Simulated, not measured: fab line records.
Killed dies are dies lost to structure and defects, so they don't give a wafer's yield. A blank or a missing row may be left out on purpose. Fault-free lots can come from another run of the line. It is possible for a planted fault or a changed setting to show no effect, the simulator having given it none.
One fault through the eyes of 3 desks ; flow n5_finfet ; each desk has only its own numbers; what lay behind them comes last

## AT THE METROLOGY DESK
Means of the sampled wafers that have a number, per lot and without regard to the tool the lot ran on: this is what the gauges read. Marked OUT: a lot whose mean sits more than 4 standard deviations from the usual mean, which makes it out of limits; the brackets give that distance.
Columns: A = cd_nm at N5_BEOL_M8_CD_MEAS_18, usual 39.8 nm; B = cd_nm at N5_BEOL_M8_CD_MEAS_28, usual 40.01 nm; C = V7_OVL at N5_BEOL_M8_OVL_MEAS_29, usual 0.1 nm
lot;first seen here;A;B;C
L411;day 11 16:15;40.4;40.19;-0.5
L413;day 12 05:17;39.9;40.16;0.7
L416;day 12 20:20;40.2;39.87;0.0
L418;day 13 10:07;39.1;40.09;0.6
L419;day 13 10:17;40.0;39.73;-0.2
L420;day 14 06:29;39.9;39.93;0.3
This desk's verdict: no lot among the 6 shows anything out of limits.

## THE DEFECT DESK
What the inspections along the route counted, lot by lot: means of the sampled wafers that have a number. Marked OUT: a lot whose mean sits more than 4 standard deviations from the usual mean, which makes it out of limits; the brackets give that distance.
Columns: A = raw_defect_count at N5_BEOL_M8_INSPECT_13, usual 407; B = raw_defect_count at N5_BEOL_M8_INSPECT_30, usual 408
lot;first seen here;A;B
L411;day 11 15:40;326;317
L413;day 12 04:42;374;363
L416;day 12 19:25;352;339
L418;day 13 09:31;369;365
L419;day 13 09:48;386;396
L420;day 14 05:59;452;448
This desk's verdict: no lot among the 6 shows anything out of limits.

## AT THE TOOL OWNER'S DESK: litho_track-02
The tool's own readings at N5_BEOL_M8_COAT_22 (resist thk 30 nm): means of the sampled wafers that have a number, for each lot that ran on this tool. Marked OUT: a lot whose mean sits more than 4 standard deviations from the usual mean, which makes it out of limits; the brackets give that distance.
Columns: A = dispense_pressure_kPa at N5_BEOL_M8_COAT_22, usual 55.5 kPa; B = spin_speed_rpm at N5_BEOL_M8_COAT_22, usual 1499.9 rpm
lot;first seen here;A;B
L411;day 11 16:17;54.9;1499.4
L413;day 12 05:42;54.9;1499.7
L416;day 12 20:23;54.9;1237.3 (-99 or more) OUT
L419;day 13 11:38;54.9;1237.1 (-99 or more) OUT
Finding of this desk: L416, L419 out of limits; the first was L416 at day 12 20:23, on spin_speed_rpm at N5_BEOL_M8_COAT_22. L411, L413: within limits.

## ALL TOGETHER
On L416, L419, at day 12 20:23, an alarm was possible from the tool owner's desk.
At the metrology desk, nothing out of limits was observed.
Nothing out of limits was seen by the defect desk.
The metrology desk has L416, L419 on record, within its limits.
The defect desk has L416, L419 on record, within its limits.
On litho_track-02, each named lot ran N5_BEOL_M8_COAT_22.

## WHAT WAS PUT IN BY THE SIMULATOR
Process parameter drift: litho_track-02, from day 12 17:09 on, at N5_BEOL_M8_COAT_22. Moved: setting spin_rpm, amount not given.
Struck lots among those shown: L416, L419.
Delay in hours, fault start to first out-of-limits reading, by desk: the tool owner's desk at 3.
